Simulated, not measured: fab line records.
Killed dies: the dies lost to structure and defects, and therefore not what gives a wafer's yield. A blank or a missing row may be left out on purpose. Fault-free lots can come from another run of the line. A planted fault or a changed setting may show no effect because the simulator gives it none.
Matching of chambers | flow n5 finfet | N5_BEOL_M1_DESCUM_33 on rie diel-02 has 4 sister chambers
The step chemistry O2, time 7 s. 7 wafers are shown with their chamber, then 7 later ones without.

== EACH WAFER AND ITS CHAMBER ==
wafer  | chamber | throttle valve pct (%) | showerhead plenum p Torr (Torr)
L074.3 | 3       | 20.66                  | 2.16
L081.3 | 1       | 20.08                  | 2.04
L087.1 | 1       | 20.09                  | 2.03
L087.3 | 0       | 20.29                  | 1.98
L087.5 | 2       | 20.24                  | 2.04
L090.1 | 2       | 20.25                  | 2.04
L090.4 | 0       | 20.30                  | 1.98

== WAFERS WHOSE CHAMBER IS MISSING ==
wafer  | throttle valve pct (%) | showerhead plenum p Torr (Torr)
L090.6 | 20.39                  | 2.15
L091.4 | 20.39                  | 2.15
L091.5 | 20.11                  | 2.03
L091.6 | 20.25                  | 2.04
L094.4 | 20.32                  | 1.98
L094.5 | 20.27                  | 2.03
L094.6 | 20.11                  | 2.03

== WHICH CHAMBER EACH ONE RAN IN ==
wafer  | from the rows above | in truth
L090.6 | 2                   | 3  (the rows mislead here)
L091.4 | 2                   | 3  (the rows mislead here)
L091.5 | 1                   | 1
L091.6 | 2                   | 2
L094.4 | 0                   | 0
L094.5 | 2                   | 2
L094.6 | 1                   | 1
Placed correctly: 5 of 7. Left unplaced by these rows: 0. 2 placed wrongly.
How it was worked out, from the rows above alone: a wafer's distance from a chamber is the root of the sum, over the readings, of the square of ((its reading less the chamber's mean) divided by the reading's scatter). If the next closest chamber is less than 2 further off than the closest, the wafer can't be placed; otherwise it belongs to the closest. The mean given for a chamber averages the wafers shown for that chamber. The scatter is the square root of a quotient: the sum, over the shown wafers, of each reading's squared deviation from its chamber's mean, divided by wafers minus chambers.
